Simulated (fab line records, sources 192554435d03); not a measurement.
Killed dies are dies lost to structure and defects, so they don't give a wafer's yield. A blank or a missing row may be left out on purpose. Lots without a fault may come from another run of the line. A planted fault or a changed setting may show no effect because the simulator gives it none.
A struck lot beside a sound one | flow n5_finfet | 18 steps out of a route of 1938
Sound: wafers L132.3, L132.4, L132.6. Struck: wafer L124.5. (L124.1, L124.6 of the same lot were not struck and are left out.) The cause comes at the end.
At each step with rows: each side's tool, then ch and its chambers, then its first start. Under that, the readings that differ: sound wafers | struck wafers | difference of the means | sigmas: that difference in standard deviations of wafers without a fault.
alike: readings whose means differ by less than 2 such deviations, and words and numbers that are the same on both sides. not compared: withheld readings, readings that some wafer has no value for, bounds like >300 that may hide the same value, and numbers for which the record gives no deviation and whose values overlap.
The two part at a step that has a row with sigmas, a row that says differs or no value, or rows on one side only. Numbers that don't overlap but have no deviation are shown without sigmas and don't part them. A reading that every wafer of one side lacks parts them only if that side has two wafers or more.

first, 11 steps without rows for these wafers: N5_BEOL_M1_DESCUM_33 (chemistry O2, time 7 s); N5_BEOL_M1_ETCH_77 (etches underlayer in N2/H2, target depth 6.5 nm, time 5.2 s); N5_BEOL_M1_ETCH_69 (etches SiARC in CF4, target depth 15.6 nm, time 26 s); N5_BEOL_M1_ALD_98 (deposits SiO2, target thk 2.5 nm, pulse time 1 s, co reactant pulse time 1 s); N5_BEOL_M1_ETCHBACK_99 (etches SiO2 in CHF3, target depth 5 nm, time 10.4 s); N5_BEOL_M1_ETCH_70 (etches SOC in N2/H2, target depth 80 nm, overetch 16 nm, time 120 s); N5_BEOL_M1_STRIP_71 (strips in N2/H2); N5_BEOL_M1_STRIP_78 (strips in N2/H2); N5_BEOL_M1_VIA_ETCH_34 (etches the open film in C4F6/O2, target depth 67.8 nm, time 64.4 s); N5_BEOL_M1_STRIP_83 (strips in C4F6/O2); N5_BEOL_M1_STRIP_36 (strips in N2/H2).
N5_BEOL_M1_TRENCH_ETCH_37: etches SiOC in C4F6/O2, target depth 55.207 nm, time 29 s.
  sound on rie_diel-03 ch 0,2, day 12 05:05; struck on rie_diel-05 ch 0, day 10 00:03
  reading                             | sound             | struck | difference | sigmas
  oes_ar_750_au (a.u.)                | 0.74 0.92 0.93    | 1.07   | +0.21      | +2
  oes_f_703_au (a.u.)                 | 0.74 0.92 0.93    | 1.42   | +0.56      | +7
  oes_o_777_au (a.u.)                 | 0.74 0.94 0.93    | 1.38   | +0.51      | +6
  rf_fwd_power_W (W)                  | 347.6 349.8 350.7 | 564.2  | +214.8     | +99 or more
  rf_vpp_V (V)                        | 666 684 683       | 520    | -158       | -16
  model.BEOL_M1.feature_depth_nm (nm) | 55.2 58.4 58.2    | 66.2   | +8.9       |
  model.etch.depth_nm (nm)            | 55.3 58.5 58.26   | 66.19  | +8.84      |
  alike: chamber_pressure_mTorr, drypump_motor_current_A, mfc_ar_sccm, oes_product_au, showerhead_plenum_p_Torr, throttle_valve_pct
  not compared: rf_hours_counter_h
then, 2 steps without rows for these wafers: N5_BEOL_M1_ETCH_41 (etches SiCN in CH3F/O2, target depth 31.9 nm, time 57.8 s); N5_BEOL_M1_STRIP_97 (strips in N2/H2, time 10 s).
N5_BEOL_M1_OCD_MEAS_38:
  sound on ocd-01, day 12 05:14; struck on ocd-02, day 10 00:13
  reading              | sound          | struck | difference | sigmas
  trench_depth_nm (nm) | 55.5 57.9 58.3 | 66.1   | +8.9       | +9
then, 1 step without rows for these wafers: N5_BEOL_M1_HM_STRIP_39 (strips TiN in peroxide tin strip, target depth 25 nm, time 158 s).
N5_BEOL_M4_RC_MEAS_101:
  sound on prober-02 ch 0, day 14 13:02; struck on prober-02 ch 0, day 11 16:53
  alike: DIBL_N, DIBL_P, IOFF_N, IOFF_P, ION_N, ION_P, SS_N, SS_P, VT_N, VT_P
N5_PASSIVATION_PROBE_49:
  the record has rows for the sound wafers here (prober-01, day 18 21:04) and none for the struck ones

WHERE THEY PART
First at N5_BEOL_M1_TRENCH_ETCH_37; last, within this record, at N5_PASSIVATION_PROBE_49.

WHY: what the simulator had put in
Process parameter drift: rie_diel-05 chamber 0, from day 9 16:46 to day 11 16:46, at N5_BEOL_M1_TRENCH_ETCH_37. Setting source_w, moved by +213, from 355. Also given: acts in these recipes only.
